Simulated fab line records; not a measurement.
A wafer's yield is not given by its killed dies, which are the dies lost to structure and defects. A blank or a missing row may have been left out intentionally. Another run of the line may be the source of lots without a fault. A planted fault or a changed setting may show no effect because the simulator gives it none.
fab line records -- flow nandHarc
record lots=6, wafers=18, lastDay=24
route steps=1159 shown A_M0@1023 A_M1@1026
lots untouched by any fault: they come from a run of this same line in which no faults occurred
startH: hours from the record's first day to the start of the lot's first wafer shown -- waitH: how many hours have passed since the lot's step before this one -- " repeats the value in the row above -- L1.1+2: one row covering several wafers at once -- - no value, or no start given -- * or withheld: withheld -- < > ~ a bound
route shown NAME@n: names a module that has steps shown in the file, with the first one's number in the route -- usual: mean/standard deviation of fault-free wafers -- same: alike in all rows -- chamber/n: place in a boat -- sites: the reading at each site -- _std_site: the values' standard deviation -- _edge_site: the outer-site mean with the inner-site mean subtracted -- radiusMm: how far each site lies from the wafer's centre -- mask NAME#n: copy n -- behind: tool/chamber where the wafer was last shaped -- hold: reason for holding the lot/hours on hold/outcome of the hold -- device: the n, p or np transistor that did not switch -- end of line: the tests these same wafers got at the end of their route -- a step without rows: its recipe alone -- killed: not the wafer's yield, but the dies lost to structure and defects at the first sort -- map: dies across one wafer; x = killed, . = not, _ = none there
set.NAME: the setting as run; set.NAME@STEP: as run at that earlier step -- model.NAME: the simulator's own value behind a step, which no gauge read
lots seen at some steps along the route; tables by step, rows by wafer
services: the hour from which a tool's chamber was out of use, counted from the record's first day as startH (under 0 if before that day), plus the number of hours and why
## steps
# step NHARC_A_M0_INSPECT_27
# usual rawDefectCount=440/110
lot.wafer,tool,chamber,startH,waitH,rawDefectCount
L905.2,defectInspect-01,-,404.75,0.0,299
L905.4,defectInspect-01,-,404.75,0.0,404
L905.5,defectInspect-01,-,404.75,0.0,335
L906.1,defectInspect-02,-,412.52,0.1,324
L906.3,defectInspect-02,-,412.52,0.1,417
L906.5,defectInspect-02,-,412.52,0.1,269
L916.2,defectInspect-02,-,478.60,0.0,328
L916.3,defectInspect-02,-,478.60,0.0,321
L916.5,defectInspect-02,-,478.60,0.0,340
L921.2,defectInspect-02,-,505.21,0.0,361
L921.5,defectInspect-02,-,505.21,0.0,513
L921.6,defectInspect-02,-,505.21,0.0,368
L926.2,defectInspect-01,-,530.83,0.0,404
L926.3,defectInspect-01,-,530.83,0.0,695
L926.4,defectInspect-01,-,530.83,0.0,510
L925.4,defectInspect-02,-,531.03,0.0,530
L925.5,defectInspect-02,-,531.03,0.0,406
L925.6,defectInspect-02,-,531.03,0.0,467
# step NHARC_A_M0_PRE_CLEAN_31
# recipe timeS=12, tempC=370, rfPowerW=300, gas=NH3
# usual heaterPowerW=628/41
lot.wafer,tool,chamber,startH,waitH,heaterPowerW,sinceWetCleanH
L905.2,pecvd-03,1,404.84,0.1,620,100
L905.5,pecvd-03,2,404.84,0.1,665,-
L905.4,pecvd-03,0,404.84,0.1,627,-
L906.3,pecvd-01,0,412.60,0.1,617,162
L906.1,pecvd-01,1,412.60,0.1,672,162
L906.5,pecvd-01,1,412.60,0.1,656,-
L916.2,pecvd-04,1,478.77,0.2,583,89
L916.3,pecvd-04,0,478.77,0.2,666,89
L916.5,pecvd-04,0,478.77,0.2,653,-
L921.2,pecvd-01,2,505.29,0.1,567,74
L921.6,pecvd-01,1,505.29,0.1,591,-
L921.5,pecvd-01,0,505.29,0.1,487,-
L926.3,pecvd-03,2,530.93,0.1,605,45
L926.2,pecvd-03,1,530.93,0.1,667,45
L926.4,pecvd-03,1,530.93,0.1,669,-
L925.4,pecvd-04,0,531.14,0.1,632,-
L925.6,pecvd-04,1,531.14,0.1,717,-
L925.5,pecvd-04,2,531.14,0.1,581,-
# step NHARC_A_M0_DEP_32
# recipe targetThkA=300, tempC=370, targetThkNm=30, pressureTorr=3, flowSccm=200, rfW=450, material=SiCN
# usual chamberPressureTorr=3.000/0.0063, heaterPowerW=575/44
lot.wafer,tool,chamber,startH,waitH,chamberPressureTorr,heaterPowerW,sinceWetCleanH
L905.2,pecvd-03,1,404.98,0.1,3.013,539,100
L905.5,pecvd-03,2,404.98,0.1,2.988,626,-
L905.4,pecvd-03,0,404.98,0.1,2.994,625,-
L906.3,pecvd-01,0,412.71,0.1,2.991,549,162
L906.1,pecvd-01,1,412.71,0.1,2.992,607,162
L906.5,pecvd-01,1,412.71,0.1,3.004,617,-
L916.2,pecvd-04,1,478.85,0.1,3.003,645,90
L916.3,pecvd-04,0,478.85,0.1,3.012,639,90
L916.5,pecvd-04,0,478.85,0.1,3.013,646,-
L921.2,pecvd-01,2,505.40,0.1,2.994,496,74
L921.6,pecvd-01,1,505.40,0.1,3.002,566,-
L921.5,pecvd-01,0,505.40,0.1,2.998,493,-
L926.3,pecvd-03,2,531.01,0.1,3.006,587,45
L926.2,pecvd-03,1,531.01,0.1,2.993,587,45
L926.4,pecvd-03,1,531.01,0.1,2.998,595,-
L925.4,pecvd-04,0,531.31,0.2,3.006,617,-
L925.6,pecvd-04,1,531.31,0.2,2.998,633,-
L925.5,pecvd-04,2,531.31,0.2,3.000,546,-
# step NHARC_A_M1_DEP_00
# recipe targetThkA=1825, targetThkNm=182.5, tempC=withheld, pressureTorr=5, flowSccm=200, rfW=600, material=SiOC
# step NHARC_A_M1_DEHYDRATE_01
# recipe tempC=150, timeS=120
# step NHARC_A_M1_HMDS_02
# recipe timeS=30
# step NHARC_A_M1_COAT_34
# recipe tempC=200, timeS=65
# step NHARC_A_M1_COAT_03
# recipe spinRpm=1500, resistThkNm=90
# step NHARC_A_M1_SOFTBAKE_04
# recipe tempC=105, timeS=55
# step NHARC_A_M1_EBR_05
# step NHARC_A_M1_EXPOSE_06
# recipe na=1.35, targetCdNm=120, doseMj=75.13, maskId=A_M1
# step NHARC_A_M1_PEB_07
# recipe pebTempC=100, pebTimeS=65
# usual resistLineTempC=22.96/0.12
lot.wafer,tool,chamber,startH,waitH,resistLineTempC
L905.2,lithoTrack-01,0,405.92,0.1,22.93
L905.4,lithoTrack-01,0,405.92,0.1,22.69
L905.5,lithoTrack-01,0,405.92,0.1,22.76
L906.1,lithoTrack-06,0,414.04,0.1,23.04
L906.3,lithoTrack-06,0,414.04,0.1,22.95
L906.5,lithoTrack-06,0,414.04,0.1,23.08
L916.2,lithoTrack-06,0,479.86,0.1,22.98
L916.3,lithoTrack-06,0,479.86,0.1,22.92
L916.5,lithoTrack-06,0,479.86,0.1,22.94
L921.2,lithoTrack-06,0,506.39,0.1,22.83
L921.5,lithoTrack-06,0,506.39,0.1,22.88
L921.6,lithoTrack-06,0,506.39,0.1,22.82
L926.2,lithoTrack-01,0,532.16,0.1,22.80
L926.3,lithoTrack-01,0,532.16,0.1,22.97
L926.4,lithoTrack-01,0,532.16,0.1,22.93
L925.4,lithoTrack-01,0,532.33,0.0,22.91
L925.5,lithoTrack-01,0,532.33,0.0,22.96
L925.6,lithoTrack-01,0,532.33,0.0,22.91
# step NHARC_A_M1_DEVELOP_08
# recipe developTimeS=35, devTempC=23
# step NHARC_A_M1_CD_MEAS_09
# recipe targetCdNm=120, landingEnergyEv=500
# usual cdNm=119.9/0.67
lot.wafer,tool,chamber,startH,waitH,cdNm
L905.2,cdSem-01,0,406.00,-,118.6
L905.4,cdSem-01,0,406.00,-,119.7
L905.5,cdSem-01,0,406.00,-,120.4
L906.1,cdSem-02,0,414.12,-,120.0
L906.3,cdSem-02,0,414.12,-,120.1
L906.5,cdSem-02,0,414.12,-,120.2
L916.2,cdSem-03,0,479.94,-,124.7
L916.3,cdSem-03,0,479.94,-,124.5
L916.5,cdSem-03,0,479.94,-,124.5
L921.2,cdSem-03,0,506.47,-,125.5
L921.5,cdSem-03,0,506.47,-,124.9
L921.6,cdSem-03,0,506.47,-,125.2
L926.2,cdSem-01,0,532.24,-,120.5
L926.3,cdSem-01,0,532.24,-,120.1
L926.4,cdSem-01,0,532.24,-,119.4
L925.4,cdSem-02,0,532.42,-,119.8
L925.5,cdSem-02,0,532.42,-,120.5
L925.6,cdSem-02,0,532.42,-,120.5
# step NHARC_A_M1_OVL_MEAS_10
# recipe pitchNm=240
# usual overlayXNm=-0.2/0.55, overlayYNm=-0.2/0.94
lot.wafer,tool,chamber,startH,waitH,overlayXNm,overlayYNm
L905.2,overlay-02,-,406.08,-,-0.7,-0.9
L905.4,overlay-02,-,406.08,-,-0.8,-0.7
L905.5,overlay-02,-,406.08,-,-0.3,-0.9
L906.1,overlay-02,-,414.22,-,-1.1,-1.6
L906.3,overlay-02,-,414.22,-,-1.1,-0.9
L906.5,overlay-02,-,414.22,-,-1.1,-0.7
L916.2,overlay-02,-,480.03,-,0.3,-2.2
L916.3,overlay-02,-,480.03,-,-0.3,-1.9
L916.5,overlay-02,-,480.03,-,-0.3,-1.7
L921.2,overlay-01,-,506.56,-,-1.4,0.2
L921.5,overlay-01,-,506.56,-,-0.7,0.1
L921.6,overlay-01,-,506.56,-,-0.9,0.4
L926.2,overlay-02,-,532.33,-,-0.1,-0.2
L926.3,overlay-02,-,532.33,-,-0.5,0.2
L926.4,overlay-02,-,532.33,-,-0.1,-0.6
L925.4,overlay-02,-,532.50,-,0.3,0.2
L925.5,overlay-02,-,532.50,-,-0.1,0.6
L925.6,overlay-02,-,532.50,-,0.2,0.4
# step NHARC_A_M1_INSPECT_11
# usual rawDefectCount=30/13
lot.wafer,tool,chamber,startH,waitH,rawDefectCount
L905.2,defectInspect-01,-,406.12,0.0,53
L905.4,defectInspect-01,-,406.12,0.0,28
L905.5,defectInspect-01,-,406.12,0.0,36
L906.1,defectInspect-01,-,414.25,0.0,29
L906.3,defectInspect-01,-,414.25,0.0,20
L906.5,defectInspect-01,-,414.25,0.0,26
L916.2,defectInspect-02,-,480.06,0.0,30
L916.3,defectInspect-02,-,480.06,0.0,26
L916.5,defectInspect-02,-,480.06,0.0,29
L921.2,defectInspect-01,-,506.60,0.0,40
L921.5,defectInspect-01,-,506.60,0.0,36
L921.6,defectInspect-01,-,506.60,0.0,37
L926.2,defectInspect-02,-,532.36,0.0,13
L926.3,defectInspect-02,-,532.36,0.0,16
L926.4,defectInspect-02,-,532.36,0.0,19
L925.4,defectInspect-02,-,532.54,0.0,24
L925.5,defectInspect-02,-,532.54,0.0,49
L925.6,defectInspect-02,-,532.54,0.0,46
# step NHARC_A_M1_DESCUM_14
# recipe timeS=3, o2FlowSccm=200, arFlowSccm=0, biasPowerW=0, chemistry=O2
# usual drypumpMotorCurrentA=5.55/0.29, oesProductAu=0.999/0.011, rfVppV=57.9/0.82, showerheadPlenumPTorr=1.95/0.071, throttleValvePct=11.311/0.0085
lot.wafer,tool,chamber,startH,waitH,drypumpMotorCurrentA,oesProductAu,rfHoursCounterH,rfVppV,showerheadPlenumPTorr,throttleValvePct,model.A_M1.cdNm
L905.2,rieDiel-11,3,406.18,0.1,5.22,0.979,1,58.1,1.94,11.323,118.6
L905.4,rieDiel-11,1,406.18,0.1,5.22,0.993,1,56.9,1.92,11.317,119.1
L905.5,rieDiel-11,0,406.18,0.1,5.80,0.978,-,57.6,1.87,11.313,119.4
L906.1,rieDiel-10,1,414.32,0.1,5.45,0.984,4,57.9,1.98,11.311,120.1
L906.3,rieDiel-10,0,414.32,0.1,5.94,1.009,4,58.1,1.84,11.305,121.1
L906.5,rieDiel-10,1,414.32,0.1,5.45,1.002,-,58.2,1.98,11.306,120.6
L916.2,rieDiel-03,1,480.13,0.1,5.94,1.006,5,58.8,2.03,11.286,124.4
L916.3,rieDiel-03,2,480.13,0.1,5.35,0.996,6,57.6,1.99,11.303,124.9
L916.5,rieDiel-03,1,480.13,0.1,5.94,0.998,-,57.7,2.03,11.316,124.2
L921.2,rieDiel-03,1,506.68,0.1,5.97,0.999,8,59.5,2.03,11.302,125.4
L921.5,rieDiel-03,2,506.68,0.1,5.34,1.007,-,58.4,1.99,11.301,124.5
L921.6,rieDiel-03,3,506.68,0.1,5.53,1.002,-,57.4,2.00,11.298,124.8
L926.3,rieDiel-03,0,532.43,0.1,5.92,1.017,7,57.0,1.85,11.305,119.6
L926.2,rieDiel-03,1,532.43,0.1,5.89,0.995,9,59.1,2.03,11.315,120.3
L926.4,rieDiel-03,2,532.43,0.1,5.36,0.994,-,58.0,1.99,11.318,119.6
L925.4,rieDiel-11,1,532.61,0.1,5.23,0.993,4,56.7,1.91,11.310,118.9
L925.6,rieDiel-11,3,532.61,0.1,5.21,0.991,-,56.7,1.94,11.320,120.2
L925.5,rieDiel-11,0,532.61,0.1,5.82,0.989,-,56.3,1.86,11.317,119.8
# step NHARC_A_M1_ETCH_35
# recipe targetDepthA=400, overetchA=120, timeS=43.94, ionEnergyEv=200, n2FlowSccm=150, h2FlowSccm=150, arFlowSccm=0, rfW=400, biasW=150, chemistry=N2/H2
# usual drypumpMotorCurrentA=5.55/0.29, oesProductAu=0.998/0.0096, rfVppV=431.8/2.2, showerheadPlenumPTorr=2.09/0.077, throttleValvePct=14.170/0.0097
lot.wafer,tool,chamber,startH,waitH,drypumpMotorCurrentA,oesProductAu,rfHoursCounterH,rfVppV,showerheadPlenumPTorr,throttleValvePct
L905.2,rieDiel-11,0,406.28,0.1,5.80,0.991,1,430.0,1.99,14.184
L905.4,rieDiel-11,1,406.28,0.1,5.25,0.993,1,431.0,2.04,14.183
L905.5,rieDiel-11,3,406.28,0.1,5.22,0.978,-,431.7,2.07,14.192
L906.3,rieDiel-10,1,414.41,0.1,5.46,0.993,4,431.8,2.11,14.168
L906.1,rieDiel-10,2,414.41,0.1,5.37,1.000,4,433.5,2.18,14.182
L906.5,rieDiel-10,1,414.41,0.1,5.46,1.002,-,433.6,2.11,14.165
L916.2,rieDiel-03,2,480.21,0.1,5.33,0.988,6,432.4,2.13,14.150
L916.3,rieDiel-03,3,480.21,0.1,5.51,1.007,6,432.9,2.14,14.166
L916.5,rieDiel-03,1,480.21,0.1,5.95,0.997,-,433.2,2.17,14.163
L921.2,rieDiel-03,0,506.76,0.1,5.94,0.999,6,429.4,1.97,14.143
L921.6,rieDiel-03,1,506.76,0.1,5.93,1.002,-,433.9,2.17,14.179
L921.5,rieDiel-03,2,506.76,0.1,5.36,1.000,-,431.8,2.13,14.175
L926.2,rieDiel-03,1,532.52,0.1,5.97,1.002,9,434.3,2.17,14.167
L926.3,rieDiel-03,0,532.52,0.1,5.91,1.007,7,429.3,1.97,14.174
L926.4,rieDiel-03,1,532.52,0.1,5.96,0.992,-,435.3,2.17,14.153
L925.4,rieDiel-11,0,532.68,0.1,5.82,1.006,4,429.4,1.99,14.165
L925.6,rieDiel-11,0,532.68,0.1,5.84,1.001,-,429.5,1.99,14.186
L925.5,rieDiel-11,1,532.68,0.1,5.24,0.992,-,429.8,2.04,14.184
# step NHARC_A_M1_ETCH_15
# recipe targetDepthA=1825, timeS=91.2, c4f8FlowSccm=withheld, arFlowSccm=400, rfW=600, biasW=300, chemistry=C4F8/Ar
# usual oesProductAu=0.953/0.023, rfVppV=441.9/2.2
lot.wafer,tool,chamber,startH,waitH,oesProductAu,rfHoursCounterH,rfVppV
L905.2,rieDiel-11,1,-,-,0.965,1,440.6
L905.4,rieDiel-11,2,-,-,0.983,1,443.9
L905.5,rieDiel-11,0,-,-,0.953,-,440.2
L906.1,rieDiel-10,1,-,-,0.926,4,441.6
L906.3,rieDiel-10,3,-,-,0.926,4,444.0
L906.5,rieDiel-10,1,-,-,0.934,-,442.2
L916.2,rieDiel-03,1,-,-,0.945,5,444.1
L916.3,rieDiel-03,2,-,-,0.969,6,443.4
L916.5,rieDiel-03,0,-,-,0.959,-,440.3
L921.2,rieDiel-03,0,-,-,0.992,6,438.3
L921.5,rieDiel-03,3,-,-,0.977,-,444.3
L921.6,rieDiel-03,0,-,-,0.991,-,438.1
L926.2,rieDiel-03,2,-,-,0.959,10,442.8
L926.3,rieDiel-03,1,-,-,0.953,9,444.2
L926.4,rieDiel-03,2,-,-,0.946,-,443.9
L925.4,rieDiel-11,2,-,-,0.995,3,443.8
L925.5,rieDiel-11,0,-,-,0.960,-,440.4
L925.6,rieDiel-11,1,-,-,0.965,-,441.4
# step NHARC_A_M1_CD_MEAS_16
# usual cdNm=120.1/0.81
lot.wafer,tool,chamber,startH,waitH,cdNm
L905.2,cdSem-03,-,406.49,-,119.0
L905.4,cdSem-03,-,406.49,-,119.3
L905.5,cdSem-03,-,406.49,-,119.3
L906.1,cdSem-01,-,414.62,-,120.2
L906.3,cdSem-01,-,414.62,-,121.7
L906.5,cdSem-01,-,414.62,-,121.1
L916.2,cdSem-03,-,480.43,-,124.5
L916.3,cdSem-03,-,480.43,-,124.4
L916.5,cdSem-03,-,480.43,-,124.9
L921.2,cdSem-02,-,506.96,-,125.3
L921.5,cdSem-02,-,506.96,-,124.6
L921.6,cdSem-02,-,506.96,-,125.3
L926.2,cdSem-03,-,532.77,-,121.2
L926.3,cdSem-03,-,532.77,-,119.6
L926.4,cdSem-03,-,532.77,-,120.1
L925.4,cdSem-01,-,532.91,-,119.1
L925.5,cdSem-01,-,532.91,-,119.9
L925.6,cdSem-01,-,532.91,-,120.0
# step NHARC_A_M1_STRIP_18
# recipe powerW=1000, n2FlowSccm=150, h2FlowSccm=150, arFlowSccm=0, biasW=0, chemistry=N2/H2
# usual drypumpMotorCurrentA=5.55/0.29, oesProductAu=0.998/0.0095, rfVppV=91.1/0.89, showerheadPlenumPTorr=2.09/0.079, throttleValvePct=14.172/0.0092
lot.wafer,tool,chamber,startH,waitH,drypumpMotorCurrentA,oesProductAu,rfHoursCounterH,rfVppV,showerheadPlenumPTorr,throttleValvePct
L905.4,rieDiel-03,0,406.56,0.1,5.90,1.000,1,89.8,1.97,14.181
L905.2,rieDiel-03,3,406.56,0.1,5.52,0.989,1,90.7,2.14,14.167
L905.5,rieDiel-03,0,406.56,0.1,5.92,1.000,-,91.0,1.98,14.166
L906.1,rieDiel-10,0,414.72,0.1,5.93,1.002,4,91.3,1.96,14.172
L906.3,rieDiel-10,2,414.72,0.1,5.43,1.004,4,90.5,2.18,14.160
L906.5,rieDiel-10,0,414.72,0.1,5.94,1.012,-,90.8,1.96,14.174
L916.3,rieDiel-10,2,480.50,0.1,5.40,1.001,10,90.0,2.17,14.171
L916.2,rieDiel-10,0,480.50,0.1,5.96,0.999,8,90.1,1.95,14.162
L916.5,rieDiel-10,2,480.50,0.1,5.36,1.002,-,91.5,2.17,14.174
L921.2,rieDiel-11,2,507.04,0.1,5.54,1.009,2,91.6,2.13,14.179
L921.6,rieDiel-11,2,507.04,0.1,5.53,1.015,-,90.4,2.13,14.164
L921.5,rieDiel-11,1,507.04,0.1,5.25,0.992,-,90.1,2.04,14.163
L926.2,rieDiel-03,0,532.85,0.1,5.90,1.013,7,91.7,1.97,14.174
L926.3,rieDiel-03,2,532.85,0.1,5.34,0.998,10,91.9,2.13,14.195
L926.4,rieDiel-03,0,532.85,0.1,5.91,1.006,-,89.4,1.97,14.158
L925.4,rieDiel-11,2,533.05,0.1,5.53,1.023,3,89.3,2.13,14.168
L925.5,rieDiel-11,3,533.05,0.1,5.22,0.984,-,92.1,2.07,14.157
L925.6,rieDiel-11,0,533.05,0.1,5.81,0.990,-,90.9,1.99,14.166
# step NHARC_A_M1_ETCH_28
# recipe targetDepthA=300, overEtchFrac=0.3, timeS=72.99, ionEnergyEv=150, cf4FlowSccm=50, n2FlowSccm=100, arFlowSccm=150, rfW=300, biasW=100, chemistry=CF4/N2
# usual drypumpMotorCurrentA=5.54/0.28, oesProductAu=0.998/0.0093, rfVppV=315.2/1.8, showerheadPlenumPTorr=2.69/0.091, throttleValvePct=19.795/0.0085
lot.wafer,tool,chamber,startH,waitH,drypumpMotorCurrentA,oesProductAu,rfHoursCounterH,rfVppV,showerheadPlenumPTorr,throttleValvePct,model.A_M1.cdNm
L905.2,rieDiel-03,2,-,-,5.35,1.000,1,316.0,2.73,19.793,118.6
L905.4,rieDiel-03,3,-,-,5.48,0.991,1,315.7,2.75,19.791,119.8
L905.5,rieDiel-03,2,-,-,5.33,0.992,-,314.3,2.73,19.776,120.3
L906.3,rieDiel-10,1,-,-,5.44,0.988,4,315.9,2.71,19.798,121.4
L906.1,rieDiel-10,0,-,-,5.95,1.007,4,313.1,2.53,19.792,120.5
L906.5,rieDiel-10,1,-,-,5.45,0.988,-,315.8,2.71,19.780,121.2
L916.3,rieDiel-10,3,-,-,5.20,0.995,9,317.0,2.78,19.795,124.3
L916.2,rieDiel-10,0,-,-,5.93,1.007,8,312.5,2.52,19.792,124.2
L916.5,rieDiel-10,3,-,-,5.26,1.000,-,315.7,2.78,19.796,124.1
L921.2,rieDiel-11,3,-,-,5.22,0.994,4,315.2,2.66,19.794,126.4
L921.5,rieDiel-11,1,-,-,5.26,0.996,-,312.8,2.63,19.794,124.3
L921.6,rieDiel-11,3,-,-,5.23,0.988,-,314.1,2.66,19.785,126.5
L926.3,rieDiel-03,1,-,-,5.94,1.008,9,316.9,2.78,19.787,120.4
L926.2,rieDiel-03,2,-,-,5.34,1.001,10,315.8,2.73,19.801,120.9
L926.4,rieDiel-03,1,-,-,5.95,1.006,-,318.2,2.78,19.808,120.3
L925.4,rieDiel-11,3,-,-,5.22,0.988,4,314.3,2.66,19.791,119.1
L925.5,rieDiel-11,3,-,-,5.20,0.992,-,315.0,2.66,19.798,120
L925.6,rieDiel-11,0,-,-,5.82,0.994,-,311.5,2.56,19.805,120
# step NHARC_A_M1_STRIP_19
# recipe timeS=600, tempC=30, chemistry=postEtchResidueRemover
## services
tool,chamber,startH,hours,kind
pecvd-04,0,389.61,6.4,repair
rieDiel-03,-,392.30,9.0,pm
rieDiel-03,0,392.30,9.0,ventCycle
rieDiel-03,1,392.30,9.0,ventCycle
rieDiel-03,2,392.30,9.0,ventCycle
rieDiel-03,3,392.30,9.0,ventCycle
rieDiel-03,0,401.30,-,clean
rieDiel-03,1,401.30,-,clean
pecvd-01,-,418.39,13.0,pm
rieDiel-03,0,432.71,12.3,repair
lithoTrack-01,-,443.00,7.0,pm
pecvd-01,-,448.27,0.9,repair
pecvd-04,-,454.48,4.5,repair
pecvd-01,2,457.95,3.3,repair
lithoTrack-06,-,467.00,7.0,pm
pecvd-03,-,473.26,13.0,pm
rieDiel-11,2,477.32,23.2,repair
rieDiel-10,2,496.06,15.7,repair
rieDiel-11,1,501.10,1.4,repair
rieDiel-11,0,502.42,6.5,repair
pecvd-01,2,524.80,6.5,repair
rieDiel-11,-,525.51,0.7,repair
rieDiel-03,3,527.89,10.6,repair
rieDiel-10,-,530.71,9.0,pm
## key
firstSign step=NHARC_A_M1_CD_MEAS_09, reading=cdNm, direction=up, sigmas=7.4, usual=119.9, struck=124.9
effect step=NHARC_A_M1_CD_MEAS_16, reading=cdNm, direction=up, sigmas=5.9, usual=120.1, struck=124.8
modelEffect step=NHARC_A_M1_DESCUM_14, value=A_M1.cdNm, without=119.8, struck=124.7
modelEffect step=NHARC_A_M1_ETCH_28, value=A_M1.cdNm, without=120.1, struck=125
metAt NHARC_A_M1_PEB_07
struckWafers L916.2,L916.3,L916.5,L921.2,L921.5,L921.6
onsetBetween 414.04 479.86
fault kind=processParameterDrift, tool=lithoTrack-06, chamber=-, onsetH=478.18, steps=NHARC_A_M1_PEB_07, channel=pebTimeS, offset=*, shape=step, endH=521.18, actsIn=*, stated=*
